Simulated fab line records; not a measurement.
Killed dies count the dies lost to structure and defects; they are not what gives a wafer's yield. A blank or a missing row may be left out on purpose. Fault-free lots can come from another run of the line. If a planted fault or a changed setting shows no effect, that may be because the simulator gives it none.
Code-filled problem report in 8D (eight disciplines) form	flow nand_harc	the parts of the form that need people (team, actions taken, sign-off) are left out

== 1. PROBLEM STATEMENT ==
At NHARC_A_CHANNEL_HOLE_D1_CD_MEAS_10, cd_nm averages 92.5 nm over 6 wafers from 2 lots, while fault-free wafers read 99.7 nm, standard deviation 0.56. That puts it -13 standard deviations away from the usual mean.
The step: target cd 100 nm.
Earliest sighting: wafer L374.3 on cd_sem-02 at day 13 16:11. The record holds 30 wafers of 10 lots with a number at this step. By rule, "out" or "out of limits" means more than 4 standard deviations away from the usual mean. The rest of the wafers with a number are treated as sound.

== 2. WHAT IT IS; WHAT IT IS NOT ==
question	is	is not
which readings at this step	cd_nm	-
which lots	L374, L376	L361, L362, L363, L366, L367, L380, L383, L384
which wafers of those lots	all that have a number	-
read on which gauges	cd_sem-02, cd_sem-03	cd_sem-01
when	from day 13 16:11	up to then (15 sound wafers); but 9 sound wafers of L380, L383, L384 came after

== 3. WHAT RULES OUT EACH SUSPECT ==
Counting: a tool at a process step up to the reading stays a suspect if it ran every lot that is out and no sound lot after the first of them.
- the gauge at NHARC_A_CHANNEL_HOLE_D1_CD_MEAS_10 has been ruled out. Those wafers that are out were read across 2 gauges (cd_sem-02, cd_sem-03).
- arfi_scanner-02 at NHARC_A_CHANNEL_HOLE_D1_EXPOSE_07 (exposes mask HOLE D1, target cd 100 nm): kept. Every lot that is out went through it, starting with L374 (day 13 16:03), and after that it ran no sound lot; the last sound lot it ran before then is L367 (day 10 16:26). Out on those wafers are its own readings of exposure_dose_mJ_cm2.
After counting, what remains is arfi_scanner-02 at NHARC_A_CHANNEL_HOLE_D1_EXPOSE_07.

== 4. THE CAUSE (what the simulator had put in) ==
Drift in process parameters on arfi_scanner-02 at NHARC_A_CHANNEL_HOLE_D1_EXPOSE_07, starting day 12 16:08. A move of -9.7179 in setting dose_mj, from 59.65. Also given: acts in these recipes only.
The count eliminated every tool but this one.

== 5. THE EFFECT CHAIN, in route order ==
Rows list readings where the struck wafers' mean (over those with a number) sits beyond 3 standard deviations from the usual. Only readings whose record carries a usual standard deviation are examined. hours: median over the lots of the time between each lot's start at the first step of this table that gives one and its start at this step. sigmas: the change, counted in usual standard deviations.
hours	step	reading	usual	on struck wafers	change	sigmas
0	NHARC_A_CHANNEL_HOLE_D1_EXPOSE_07	exposure_dose_mJ_cm2	59.64	50.89	-8.75	-99 or more
0	NHARC_A_CHANNEL_HOLE_D1_CD_MEAS_10	cd_nm	99.7 nm	92.5	-7.2	-13
2	NHARC_A_CHANNEL_HOLE_D1_CD_MEAS_18	cd_nm	99.4 nm	90.7	-8.7	-3.5
8	NHARC_A_CHANNEL_HOLE_D1_CD_MEAS_30	cd_nm	89.4 nm	81.7	-7.7	-6.4
8	NHARC_A_CHANNEL_HOLE_D1_XSEM_31	bot_cd_nm	73.9 nm	65.9	-8.0	-6.2
Here are the process steps it includes:
- NHARC_A_CHANNEL_HOLE_D1_EXPOSE_07: exposes mask HOLE D1, target cd 100 nm.
- NHARC_A_CHANNEL_HOLE_D1_XSEM_31
Later measuring or inspecting steps at which every struck wafer that the step has a row for has a number for every such reading, and none has moved that far: NHARC_END_SORT_01.

== 6. WHAT WOULD HAVE CAUGHT IT SOONER ==
In this record the first reading out of limits at a measuring or inspecting step was taken at day 13 16:11, 24 hours after the fault began at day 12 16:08.
At NHARC_A_CHANNEL_HOLE_D1_EXPOSE_07, the tool's own readings (exposure_dose_mJ_cm2) were out on each struck wafer the step has a row for, so an alarm limit on them would have fired on the first such wafer.
Among the 2 lots that are out, L376 began NHARC_A_CHANNEL_HOLE_D1_EXPOSE_07 on arfi_scanner-02 after day 13 16:11. A hold on the tool at that time would have spared it.
